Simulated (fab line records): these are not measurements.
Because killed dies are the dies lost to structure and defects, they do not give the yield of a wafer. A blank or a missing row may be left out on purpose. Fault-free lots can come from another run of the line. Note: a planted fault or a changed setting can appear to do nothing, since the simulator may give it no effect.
fab line records	flow n5Finfet
record: lots: 6	wafers: 18	lastDay: 17
route steps=1938 shown BEOL_M12@1616 PASSIVATION@1936
lots that met no fault: taken from a fault-free run of the same line
startH: start of the lot's first displayed wafer, in hours after the record's first day	waitH: hours from the lot's prior step to this one	" identical to the entry in the row above	L1.1+2: a row that stands for several wafers	- no value, or no start was given	* or withheld: withheld	< > ~ a bound
route shown NAME@n: a module of which the file shows steps, and the number in the route of the first	usual: mean and standard deviation over wafers with no fault	same: alike in all rows	chamber/n: place in a boat	sites: per-site readings	_std_site: standard deviation across them	_edge_site: outer sites' mean less inner sites'	radiusMm: how far each site lies from the wafer's centre	mask NAME#n: copy n	behind: tool/chamber where the wafer was last shaped	hold: what put the lot on hold/how long, in hours/how the hold closed	device: the transistor (n, p or np) that didn't switch	end of line: the route-end tests of the same wafers	for a step that has no rows: nothing shown but its recipe	killed: dies lost to structure and defects at the first sort, not the wafer's yield	map: shows each die of a wafer: x if killed, . if not, _ if none is there
set.NAME: setting as actually run; set.NAME@STEP: the setting as run at that earlier step	model.NAME: the simulator's own value behind a step, which no gauge read
lots at some steps of the route; a table a step, a row a wafer
services: a tool's chamber out of use, with start hour (startH, from the record's first day; less than 0 if before it), hours out, and reason
== steps ==
step: N5_BEOL_M12_ETCH_59
recipe: chemistry: N2/H2	target: BARC	targetDepthA: 890	overetchA: 267	timeS: 67.9	ionEnergyEv: 200	pressureMtorr: 30	sourceW: 840	biasW: 150	n2FlowSccm: 200	h2FlowSccm: 200
usual: drypumpMotorCurrentA: 5.6/0.43	oesProductAu: 0.69/0.057	rfVppV: 524.4/2.1	showerheadPlenumPTorr: 2.56/0.07	throttleValvePct: 17.85/0.17
lot.wafer	tool	chamber	startH	waitH	drypumpMotorCurrentA	oesProductAu	rfHoursCounterH	rfVppV	showerheadPlenumPTorr	throttleValvePct
L440.1	rieDiel-01	3	257.63	0.0	5.6	0.58	251	525.3	2.60	18.12
L440.2	"	0	"	"	5.4	0.70	92	525.0	2.55	17.69
L440.6	"	1	"	"	6.1	0.70	-	524.0	2.54	17.83
L446.1	rieDiel-05	2	287.20	0.0	5.8	0.71	83	521.0	2.46	17.94
L446.3	"	0	"	"	5.7	0.65	133	525.0	2.57	17.72
L446.6	"	3	"	"	6.3	0.75	-	525.1	2.61	17.83
L457.2	rieDiel-05	3	335.00	0.0	6.3	0.72	41	525.1	2.61	17.85
L457.4	"	0	"	"	5.7	0.64	150	523.8	2.56	17.72
L457.5	"	3	"	"	6.3	0.73	-	525.7	2.60	17.85
L456.3	rieDiel-06	3	338.02	0.0	5.1	0.73	49	525.7	2.58	17.72
L456.4	"	2	"	"	5.2	0.68	112	526.8	2.66	17.83
L456.6	"	3	"	"	5.1	0.73	-	525.8	2.58	17.73
L459.2	rieDiel-05	0	343.67	0.0	5.7	0.64	153	524.8	2.56	17.74
L459.3	"	3	"	"	6.3	0.73	44	524.8	2.60	17.85
L459.5	"	0	"	"	5.7	0.63	-	524.5	2.56	17.74
L463.1	rieDiel-01	2	380.57	0.0	4.9	0.69	105	525.1	2.57	17.81
L463.4	"	0	"	"	5.4	0.67	137	524.0	2.53	17.76
L463.6	"	3	"	"	5.6	0.75	-	525.5	2.59	17.79
step: N5_BEOL_M12_VIA_ETCH_16
recipe: chemistry: C4F8/O2/Ar	target: SiOC	pressureMtorr: 30	sourceW: 3000	biasW: 700	Ar_flow_sccm: 400	C4F8_flow_sccm: 15	O2_flow_sccm: 8	heInnerTorr: 15	heOuterTorr: 30	targetDepthA: 7248	timeS: withheld	ionEnergyEv: 250	ends: cleared
usual: drypumpMotorCurrentA: 5.6/0.43	oesProductAu: 0.73/0.062	rfVppV: 666.1/2.5	showerheadPlenumPTorr: 3.43/0.088	throttleValvePct: 24.16/0.15
lot.wafer	tool	chamber	startH	waitH	drypumpMotorCurrentA	oesProductAu	rfVppV	showerheadPlenumPTorr	throttleValvePct
L440.1	rieDiel-01	3	257.68	0.0	5.6	0.61	669.4	3.50	24.42
L440.2	"	0	"	"	5.4	0.74	666.1	3.42	23.98
L440.6	"	1	"	"	6.1	0.72	665.7	3.45	24.32
L446.1	rieDiel-05	2	287.25	0.0	5.8	0.74	661.9	3.30	24.27
L446.3	"	0	"	"	5.7	0.68	665.9	3.44	23.94
L446.6	"	3	"	"	6.3	0.79	669.2	3.48	24.13
L457.2	rieDiel-05	3	335.05	0.0	6.3	0.77	666.8	3.47	24.13
L457.4	"	0	"	"	5.7	0.68	665.8	3.44	23.96
L457.5	"	3	"	"	6.3	0.78	666.5	3.47	24.17
L456.3	rieDiel-06	3	338.07	0.0	5.1	0.78	666.3	3.49	24.24
L456.4	"	2	"	"	5.3	0.71	670.0	3.54	23.95
L456.6	"	3	"	"	5.1	0.79	666.3	3.49	24.23
L459.2	rieDiel-05	0	343.72	0.0	5.7	0.67	664.7	3.43	23.95
L459.3	"	3	"	"	6.2	0.77	666.4	3.47	24.14
L459.5	"	0	"	"	5.7	0.67	667.5	3.43	23.96
L463.1	rieDiel-01	2	380.62	0.0	4.9	0.74	665.5	3.44	24.05
L463.4	"	0	"	"	5.4	0.71	666.4	3.40	24.05
L463.6	"	3	"	"	5.6	0.80	665.6	3.48	24.20
step: N5_BEOL_M12_STRIP_63
recipe: chemistry: N2/H2	powerW: 1000	tempC: 250	h2Frac: 0.65	overashFraction: 0.3	pressureMtorr: 1000	n2FlowSccm: 1750	h2FlowSccm: 3250
usual: drypumpMotorCurrentA: 5.75/0.28	heaterPowerW: 359/28	oesProductAu: 0.693/0.0048	stripTimeToEndpointS: 42.4/0.71
lot.wafer	tool	chamber	startH	waitH	drypumpMotorCurrentA	heaterPowerW	oesProductAu	rfHoursCounterH	stripTimeToEndpointS
L440.1	plasmaAsher-02	1	257.88	-	5.95	377	0.697	72	43.6
L440.2	"	0	"	"	5.53	368	0.694	72	42.3
L440.6	"	1	"	"	5.96	375	0.691	-	41.9
L446.1	plasmaAsher-01	1	287.45	-	6.15	371	0.694	132	43.4
L446.3	"	0	"	"	5.39	301	0.697	-	42.2
L446.6	"	1	"	"	6.15	387	0.693	-	41.1
L457.2	plasmaAsher-02	0	335.25	-	5.55	387	0.702	86	43.2
L457.4	"	0	"	"	5.55	366	0.696	-	43.2
L457.5	"	1	"	"	5.95	384	0.696	-	42.3
L456.3	plasmaAsher-02	0	338.29	-	5.54	361	0.699	-	42.4
L456.4	"	1	"	"	5.95	375	0.695	-	41.2
L456.6	"	0	"	"	5.55	366	0.701	-	42.1
L459.2	plasmaAsher-02	1	343.92	-	5.95	374	0.697	88	43.2
L459.3	"	0	"	"	5.56	366	0.694	-	42.7
L459.5	"	0	"	"	5.53	364	0.695	-	42.5
L463.1	plasmaAsher-01	1	380.82	-	6.14	380	0.683	151	43.2
L463.4	"	1	"	"	6.16	388	0.696	-	42.9
L463.6	"	1	"	"	6.15	384	0.690	-	43.0
step: N5_BEOL_M12_STRIP_64
recipe: chemistry: N2/H2	powerW: 1000	tempC: 250	h2Frac: 0.65	overashFraction: 0.3	pressureMtorr: withheld	n2FlowSccm: 1750	h2FlowSccm: 3250
usual: drypumpMotorCurrentA: 5.75/0.28	heaterPowerW: 359/28	oesProductAu: 0.714/0.0044	stripTimeToEndpointS: 31.31/0.088
lot.wafer	tool	chamber	startH	waitH	drypumpMotorCurrentA	heaterPowerW	oesProductAu	rfHoursCounterH	stripTimeToEndpointS
L440.1	plasmaAsher-02	1	257.94	0.0	5.96	370	0.720	72	31.49
L440.2	"	0	"	"	5.54	374	0.711	72	31.44
L440.6	"	1	"	"	5.95	381	0.710	-	31.39
L446.1	plasmaAsher-01	1	287.51	0.0	6.18	379	0.718	132	31.23
L446.3	"	0	"	"	5.34	301	0.706	-	31.24
L446.6	"	1	"	"	6.14	393	0.706	-	31.29
L457.2	plasmaAsher-02	0	335.31	0.0	5.54	367	0.716	86	31.29
L457.4	"	0	"	"	5.55	377	0.711	-	31.25
L457.5	"	1	"	"	5.97	372	0.714	-	31.33
L456.3	plasmaAsher-02	0	338.35	0.0	5.52	372	0.718	-	31.13
L456.4	"	1	"	"	5.95	368	0.718	-	31.23
L456.6	"	0	"	"	5.54	387	0.716	-	31.23
L459.2	plasmaAsher-02	1	343.98	0.0	5.95	369	0.720	88	31.38
L459.3	"	0	"	"	5.54	364	0.709	-	31.36
L459.5	"	0	"	"	5.54	366	0.713	-	31.33
L463.1	plasmaAsher-01	1	380.88	0.0	6.13	387	0.714	151	31.23
L463.4	"	1	"	"	6.15	387	0.710	-	31.29
L463.6	"	1	"	"	6.18	383	0.711	-	31.25
step: N5_BEOL_M12_STRIP_71
recipe: chemistry: postEtchResidueRemover	timeS: 60	tempC: 25	removerPh: withheld	removerWaterWtPct: withheld	removerFluorideWtPct: withheld
step: N5_BEOL_M12_SRD_72
recipe: timeS: 30	tempC: 23	rinseLiquid: diw	dry: n2Spin	spinRpm: 1500	dryTimeS: 30
step: N5_BEOL_M12_CD_MEAS_17
recipe: targetCdNm: 140	polarity: opening
usual: cdNm: 140.7/1.4
lot.wafer	tool	chamber	startH	waitH	cdNm
L440.1	cdSem-02	-	258.09	0.0	139.8
L440.2	"	-	"	"	141.3
L440.6	"	-	"	"	141.8
L446.1	cdSem-02	-	287.66	0.0	141.1
L446.3	"	-	"	"	141.1
L446.6	"	-	"	"	140.3
L457.2	cdSem-01	-	335.46	0.0	137.8
L457.4	"	-	"	"	138.6
L457.5	"	-	"	"	139.6
L456.3	cdSem-03	-	338.48	0.0	141.5
L456.4	"	-	"	"	140.0
L456.6	"	-	"	"	140.8
L459.2	cdSem-03	-	344.16	0.0	141.1
L459.3	"	-	"	"	143.7
L459.5	"	-	"	"	139.6
L463.1	cdSem-03	-	381.03	0.0	140.9
L463.4	"	-	"	"	138.6
L463.6	"	-	"	"	140.7
step: N5_BEOL_M12_COAT_65
recipe: resist: SOC	tempC: 250	timeS: 60	spinRpm: 1500	resistThkNm: 300
step: N5_BEOL_M12_COAT_66
recipe: resist: SiARC	tempC: 220	timeS: 60	spinRpm: 1500	resistThkNm: 110
step: N5_BEOL_M12_COAT_22
recipe: spinRpm: 2888	resistThkNm: 300
step: N5_BEOL_M12_EBR_24
recipe: solvent: PGMEA	ebrWidthMm: 1.5
step: N5_BEOL_M12_SOFTBAKE_23
recipe: tempC: 130	timeS: 60
step: N5_BEOL_M12_EXPOSE_25
recipe: maskId: M12	na: 0.93	sourceShape: conventional	sigmaOuter: 0.4	polarization: unpolarized	doseMj: 21.8
lot.wafer	tool	chamber	startH	waitH	mask	model.BEOL_M12.overlayXNm
L440.1+2+6	krfScanner-02	0	258.24	-	M12#0	3.6
L446.1+3+6	krfScanner-02	0	287.94	-	M12#0	-4.6
L457.2+4+5	krfScanner-02	0	335.74	-	M12#0	20.4
L456.3+4+6	krfScanner-01	0	338.76	-	M12#0	4.4
L459.2+3+5	krfScanner-02	0	344.45	-	M12#0	22.6
L463.1+4+6	krfScanner-01	0	381.31	-	M12#0	-2.2
step: N5_BEOL_M12_PEB_26
recipe: pebTempC: 130	pebTimeS: 90
step: N5_BEOL_M12_DEVELOP_27
recipe: developTimeS: 45	rinseLiquid: diw	dry: airSpin	devTempC: 21
step: N5_BEOL_M12_HARDBAKE_32
recipe: tempC: 130	timeS: 120
step: N5_BEOL_M12_CD_MEAS_28
recipe: targetCdNm: 160.2	landingEnergyEv: 500	detector: seInlens	polarity: opening
usual: cdNm: 160.2/1.3
lot.wafer	tool	chamber	startH	waitH	cdNm
L440.1	cdSem-02	0	258.42	-	158.3
L440.2	"	0	"	"	159.6
L440.6	"	0	"	"	158.5
L446.1	cdSem-02	0	288.11	-	158.1
L446.3	"	0	"	"	160.9
L446.6	"	0	"	"	160.8
L457.2	cdSem-02	0	335.91	-	160.1
L457.4	"	0	"	"	160.2
L457.5	"	0	"	"	159.9
L456.3	cdSem-03	0	338.93	-	162.9
L456.4	"	0	"	"	161.5
L456.6	"	0	"	"	160.9
L459.2	cdSem-02	0	344.62	-	160.7
L459.3	"	0	"	"	160.3
L459.5	"	0	"	"	158.7
L463.1	cdSem-01	0	381.48	-	159.8
L463.4	"	0	"	"	162.4
L463.6	"	0	"	"	160.4
step: N5_BEOL_M12_OVL_MEAS_29
recipe: pointsPerWafer: 44
usual: M12_OVL: -1/6.4
lot.wafer	tool	chamber	startH	waitH	M12_OVL[nm]
L440.1	overlay-02	0	258.45	0.0	3
L440.2	"	0	"	"	5
L440.6	"	0	"	"	3
L446.1	overlay-01	0	288.14	0.0	-2
L446.3	"	0	"	"	-10
L446.6	"	0	"	"	-8
L457.2	overlay-01	0	335.94	0.0	23
L457.4	"	0	"	"	17
L457.5	"	0	"	"	22
L456.3	overlay-02	0	338.96	0.0	12
L456.4	"	0	"	"	0
L456.6	"	0	"	"	-4
L459.2	overlay-01	0	344.65	0.0	28
L459.3	"	0	"	"	21
L459.5	"	0	"	"	28
L463.1	overlay-01	0	381.51	0.0	-7
L463.4	"	0	"	"	-20
L463.6	"	0	"	"	-9
step: N5_BEOL_M12_INSPECT_30
recipe: mode: adi	inspectInstrument: macro
usual: rawDefectCount: 1.9/1.4
lot.wafer	tool	chamber	startH	waitH	rawDefectCount
L440.1	defectInspect-02	-	258.47	0.0	2
L440.2	"	-	"	"	2
L440.6	"	-	"	"	3
L446.1	defectInspect-01	-	288.16	0.0	3
L446.3	"	-	"	"	4
L446.6	"	-	"	"	2
L457.2	defectInspect-02	-	335.97	0.0	2
L457.4	"	-	"	"	4
L457.5	"	-	"	"	2
L456.3	defectInspect-02	-	338.98	0.0	2
L456.4	"	-	"	"	3
L456.6	"	-	"	"	1
L459.2	defectInspect-01	-	344.67	0.0	1
L459.3	"	-	"	"	2
L459.5	"	-	"	"	1
L463.1	defectInspect-02	-	381.53	0.0	1
L463.4	"	-	"	"	0
L463.6	"	-	"	"	4
step: N5_PASSIVATION_PROBE_49
usual: defectLimitedYield: 91.3/1.5	killed_at_M0_to_M3: 31/11	killed_at_M4_up: 14/5.1	killedAtContacts: 12/5.6	killedAtFrontEnd: 42/12	killedAtOther: 3.8/2.9	killedDies: 103/18	killedOpen: 67/14	killedShort: 33/8	sort_bin_5_function: 5.1/1	sort_bin_6_memory: 3.2/0.75	sortNPass: 1077/18	sortYieldPct: 91.3/1.5
same: grossDies: 1180	killedAtBackSide: 0	sort_bin_4_leakage[%]: 0	sort_bin_8_speed[%]: 0
lot.wafer	tool	chamber	startH	waitH	defectLimitedYield[%]	killed_at_M0_to_M3	killed_at_M4_up	killedAtContacts	killedAtFrontEnd	killedAtOther	killedDies	killedOpen	killedShort	sort_bin_5_function[%]	sort_bin_6_memory[%]	sortNPass	sortYieldPct[%]
L459.3	prober-02	-	385.99	0.1	92.0	20	12	8	50	4	94	54	29	4.5	2.5	1086	92.0
killed by level:class
L459.3 HKMG_FIN:areaEtch=10 STI_FIN_REVEAL:geometricParticle:open=9 ILD0:geometricParticle:open=5 ILD0:geometricParticle:short=5 MOL_CONTACT_COAG:geometricParticle:open=5 BEOL_M4:geometricParticle:open=5 DUMMY_GATE:geometricParticle:open=4 GATE_CUT:geometricParticle:short=4
== services ==
tool	chamber	startH	hours	kind
krfScanner-02	-	240.71	0.8	pm
krfScanner-01	-	241.44	12.1	repair
krfScanner-02	-	247.17	5.0	repair
krfScanner-02	-	259.61	0.2	repair
rieDiel-01	3	263.49	2.6	repair
rieDiel-01	3	266.36	-	clean
rieDiel-01	3	266.36	-	consumableReplace:focusRing
rieDiel-01	3	266.36	24.7	scheduledDown
rieDiel-01	3	266.36	24.7	ventCycle
krfScanner-01	-	272.00	0.8	pm
krfScanner-02	-	282.65	3.0	repair
rieDiel-06	1	287.58	-	clean
rieDiel-06	1	287.58	-	consumableReplace:focusRing
rieDiel-05	-	290.15	2.6	repair
krfScanner-01	-	291.20	0.6	repair
krfScanner-01	-	300.56	1.0	pm
rieDiel-06	0	300.58	5.8	repair
krfScanner-02	-	309.87	1.0	pm
krfScanner-01	-	311.61	1.3	pm
krfScanner-01	-	320.53	0.3	repair
krfScanner-02	0	324.82	-	calibration
rieDiel-06	-	348.84	2.8	pm
rieDiel-05	0	350.53	25.4	repair
krfScanner-02	-	357.60	0.8	repair
== key ==
firstSign: step: N5_BEOL_M12_OVL_MEAS_29	reading: M12_OVL	direction: up	sigmas: 3.7	usual: -1	struck: 23
effect none on later readings
modelEffect: step: N5_BEOL_M12_EXPOSE_25	value: BEOL_M12.overlayXNm	without: 0.9	struck: 21.5
metAt N5_BEOL_M12_EXPOSE_25
struckWafers L457.2,L457.4,L457.5,L459.2,L459.3,L459.5
baselineLoss: step: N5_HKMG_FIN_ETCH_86	wafers: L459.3
onsetBetween 287.94 335.74
alsoFits N5_BEOL_M12_ETCH_59:rieDiel-05,N5_BEOL_M12_VIA_ETCH_16:rieDiel-05
fault: kind: scannerMatchingOverlay	tool: krfScanner-02	chamber: -	onsetH: 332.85	steps: N5_BEOL_M12_EXPOSE_25	offset: 20.573
baselineLoss: these wafers lose ten dies or more at that step, a loss of the line's own and not of a fault; the sort's usual values leave them out
